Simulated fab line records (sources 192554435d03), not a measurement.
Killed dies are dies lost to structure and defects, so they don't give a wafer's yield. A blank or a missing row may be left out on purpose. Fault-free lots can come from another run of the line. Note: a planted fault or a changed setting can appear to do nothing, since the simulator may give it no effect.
Split-lot experiment    flow n5-finfet    on a route of 1938 steps: 7 lots, 21 wafers read

== ON THE SPLIT ==
At N5_FIN_SAQP_HM_DEP_03 (deposits SiNx from SiH4/NH3/N2, target thk 38 nm, time 33.6 s), the setting time-s was moved away from the recipe's 33.6 s on 3 of the 21 wafers read, by -6.6% to -4.1%. This setting was run at the recipe's value on the other wafers.

== FROM THE SPLIT TO THE READING: what the file shows between them, 14 steps ==
- N5_FIN_SAQP_THK_MEAS_05
- N5_FIN_SAQP_PECVD_47: deposits a-Si from SiH4/He, target thk 45 nm, time 36.3 s (also split here: time-s)
- N5_FIN_SAQP_PECVD_48: deposits SiNx from SiH4/NH3/N2, target thk 25 nm, time 22.1 s
- N5_FIN_SAQP_PECVD_06: deposits a-Si from SiH4/He, target thk 60 nm, time 48.1 s
- N5_FIN_SAQP_ETCH_57: etches SiNx in CH3F/O2, target depth 32.5 nm, time 46.4 s
- N5_FIN_SAQP_ETCH_65: etches SiO2 in CF4, target depth 4 nm, time 4.4 s
- N5_FIN_SAQP_MANDREL_ETCH_58: etches a-Si in HBr/Cl2, stops on SiNx, target depth 45 nm, bt time 10 s, time 27 s
- N5_FIN_SAQP_RECESS_63: chemistry HF/NH3, target SiO2, target depth 18 nm, afs cycles 3, sublimation time 60 s
- N5_FIN_SAQP_COAT_68: time 60 s, resist thk 100 nm
- N5_FIN_SAQP_MANDREL2_REMOVE_60: chemistry HBr/Cl2/O2, target a-Si, stops on SiNx, bt time 10 s
- N5_FIN_SAQP_HM_OPEN_33: chemistry CH3F/O2, target SiNx, target depth 49.4 nm, time 70.6 s
- N5_FIN_SAQP_ETCH_34: etches SiO2 in C4F6/O2, target depth 45 nm, time 15 s
- N5_FIN_SAQP_STRIP_77: strips in N2/H2, time 90 s
- N5_FIN_SAQP_ETCH_64: etches SiO2 in CF4, target depth 1.5 nm

== THE READING ==
SiNx_of_FIN_SAQP_HM_DEP_03.thk-nm (the simulator's own value, which no gauge read), in nm, at N5_FIN_SAQP_FIN_ETCH_36 (etches the open film in HBr/Cl2/O2, target depth 120 nm, time 50.4 s). The file does not state a usual value for it. Across the 18 wafers here that went through the recipe, the average is 21.3 nm and the standard deviation 0.45 nm.

wafer   tool, chamber at the split  time-s as run, s  against the recipe  SiNx_of_FIN_SAQP_HM_DEP_03.thk-nm, nm  against lot-mates on the recipe
L076.1  pecvd-03, 0                 33.6              recipe              21.4                                   -
L076.4  pecvd-03, 1                 33.6              recipe              21.4                                   -
L076.6  pecvd-03, 0                 33.6              recipe              22.6                                   -
L079.2  pecvd-03, 0                 33.6              recipe              21                                     -
L079.3  pecvd-03, 1                 31.39             -6.6%               18.4                                   -2.8
L079.6  pecvd-03, 1                 33.6              recipe              21.4                                   -
L081.3  pecvd-04, 2                 33.6              recipe              21.4                                   -
L081.4  pecvd-04, 0                 33.6              recipe              21.6                                   -
L081.5  pecvd-04, 2                 33.6              recipe              21.2                                   -
L083.1  pecvd-02, 1                 33.6              recipe              21.2                                   -
L083.3  pecvd-02, 0                 33.6              recipe              21                                     -
L083.6  pecvd-02, 2                 33.6              recipe              21.6                                   -
L086.1  pecvd-03, 1                 33.6              recipe              21.2                                   -
L086.2  pecvd-03, 2                 33.6              recipe              21.4                                   -
L086.3  pecvd-03, 0                 33.6              recipe              21.8                                   -
L088.4  pecvd-02, 1                 33.6              recipe              21                                     -
L088.5  pecvd-02, 0                 33.6              recipe              21                                     -
L088.6  pecvd-02, 2                 33.6              recipe              20.8                                   -
L089.1  pecvd-03, 0                 32.23             -4.1%               19.2                                   -1.2
L089.2  pecvd-03, 1                 33.6              recipe              20.4                                   -
L089.6  pecvd-03, 1                 32.23             -4.1%               19.4                                   -1.0

FIT RESULTS
A straight line over all 21 wafers: SiNx_of_FIN_SAQP_HM_DEP_03.thk-nm changes by +0.462 nm for each +1% of time-s; r = +0.89; the points scatter about the line by 0.44 nm.
The same after taking each lot's own level away (the mean of its wafers on the recipe; 21 wafers): +0.361 nm for each +1%; r = +0.90; scatter 0.32 nm.
The reading moves by 2.4 nm for the largest change in time-s, on that fit.
Measured against the standard deviation above, the lots' own levels, which go from 20.40 to 21.80 nm, span 3.1 times it.
So the slope is not independent of the lot-to-lot level: the two fits are not the same.
Check: -1.77 nm against its lot-mates is what the line predicts for one of the wafers moved furthest among these (-6.6%) when that wafer is left out of the fit. It came out at -2.8 nm against them.

== THE OTHER SPLITS THESE WAFERS WENT THROUGH ==
Other splits were also applied to these wafers ahead of the reading. Each is held against what the fit with the lots' levels taken away leaves over:
other split on the same wafers          wafers away from the commonest value  r with SiNx_of_FIN_SAQP_HM_DEP_03.thk-nm (lot level and that fit taken away)
N5_PMOS_HMC_CHANNEL_EPI_ETCH_32 bias-w  4                                     +0.02
N5_FIN_SAQP_PECVD_47 time-s             3                                     -0.12

== THE WHOLE CHAIN: every reading that the file lists as answering this split, in the file's order ==
step                     what it does                                                          reading                                                                             change (the file's fit)                r (the file's)
N5_FIN_SAQP_HM_DEP_03    deposits SiNx from SiH4/NH3/N2, target thk 38 nm, time 33.6 s         SiNx_of_FIN_SAQP_HM_DEP_03.thk-nm (the simulator's own value, which no gauge read)  +0.346 nm for each +1% of the setting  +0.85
N5_FIN_SAQP_THK_MEAS_05                                                                        thk-nm                                                                              withheld for each +1% of the setting   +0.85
N5_FIN_SAQP_HM_OPEN_33   chemistry CH3F/O2, target SiNx, target depth 49.4 nm, time 70.6 s     etch.depth-nm (the simulator's own value, which no gauge read)                      +0.344 nm for each +1% of the setting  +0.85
N5_FIN_SAQP_ETCH_34      etches SiO2 in C4F6/O2, target depth 45 nm, time 15 s                 SiNx_of_FIN_SAQP_HM_DEP_03.thk-nm (the simulator's own value, which no gauge read)  +0.371 nm for each +1% of the setting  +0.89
N5_FIN_SAQP_FIN_ETCH_36  etches the open film in HBr/Cl2/O2, target depth 120 nm, time 50.4 s  SiNx_of_FIN_SAQP_HM_DEP_03.thk-nm (the simulator's own value, which no gauge read)  +0.382 nm for each +1% of the setting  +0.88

== FILE'S OWN FIT ==
SiNx_of_FIN_SAQP_HM_DEP_03.thk-nm changes by +0.382 nm for each +1% of time-s, r = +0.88.
